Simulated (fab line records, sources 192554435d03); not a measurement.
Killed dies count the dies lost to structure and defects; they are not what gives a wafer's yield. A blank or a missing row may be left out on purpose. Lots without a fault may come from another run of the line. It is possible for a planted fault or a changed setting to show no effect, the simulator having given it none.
Problem report, 8D (eight disciplines) form, completed by code -- flow n5-finfet -- the parts of the form that need people (team, actions taken, sign-off) are left out

== 1. THE ISSUE ==
spin-speed-rpm at N5_BEOL_M1_COAT_05 reads a mean of 1417.8 rpm on 6 wafers of 2 lots; wafers without a fault read 1500.0 rpm with a standard deviation of 0.92. Measured from the usual mean, that is -89 standard deviations.
The step: resist thk 30 nm.
Earliest sighting: wafer L889.2 on litho-track-01 at day 7 05:35. At this step, 33 wafers from 11 lots have a number in the record. Rule for "out", or "out of limits": more than 4 standard deviations from the usual mean. The rest of the wafers with a number are treated as sound.

== 2. WHAT THIS IS AND IS NOT ==
question,is,is not
which readings at this step,spin-speed-rpm,-
which lots,"L889, L890","L886, L897, L900, L901, L902, L903, L904, L906, L907"
which wafers of those lots,all that have a number,-
read on which tools,litho-track-01,litho-track-03
when,from day 7 05:35,"up to then (3 sound wafers); but 24 sound wafers of L897, L900, L901, L902, L903, L904, L906, L907 came after"

== 3. THE SUSPECTS, EACH WITH WHAT RULES IT OUT ==
Counting: a tool stays on the suspect list if, at a process step up to the reading, it processed all lots that are out and no sound lot following the first of them.
- litho-track-01 at N5_BEOL_M1_COAT_05 (resist thk 30 nm): ruled out as a lasting fault. The sound lots L900, L901, L903, L904 went through it after L889, its earliest lot that is out (day 7 05:35).
Left after counting: nothing in the record.

== 4. THE CAUSE (what the simulator had put in) ==
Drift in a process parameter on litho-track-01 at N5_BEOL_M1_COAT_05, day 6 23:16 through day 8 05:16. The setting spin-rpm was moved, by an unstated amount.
Counting ruled it out, wrongly.

== 5. THE CHAIN OF EFFECTS, in route order ==
Each row: a reading where the mean over the struck wafers with a number is more than 3 standard deviations away from the usual. Only readings for which the record gives a usual standard deviation are gone through. hours: the time from each lot's start at the first step in this table that gives one to its start at this step, as a median over the lots. sigmas: the change in usual standard deviations.
hours,step,reading,usual,on struck wafers,change,sigmas
0,N5_BEOL_M1_COAT_05,spin-speed-rpm,1500.0 rpm,1417.8,-82.2,-89
Here are the process steps it includes:
- N5_BEOL_M1_COAT_05: resist thk 30 nm.
Later steps that measure or inspect, where all struck wafers having a row at the step show a number for every such reading and not one has moved that far: N5_BEOL_M4_RC_MEAS_101.

== 6. HOW IT WOULD HAVE BEEN CAUGHT EARLIER ==
In this record the first reading out of limits was taken at day 7 05:35, 6 hours after the fault began at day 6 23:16.
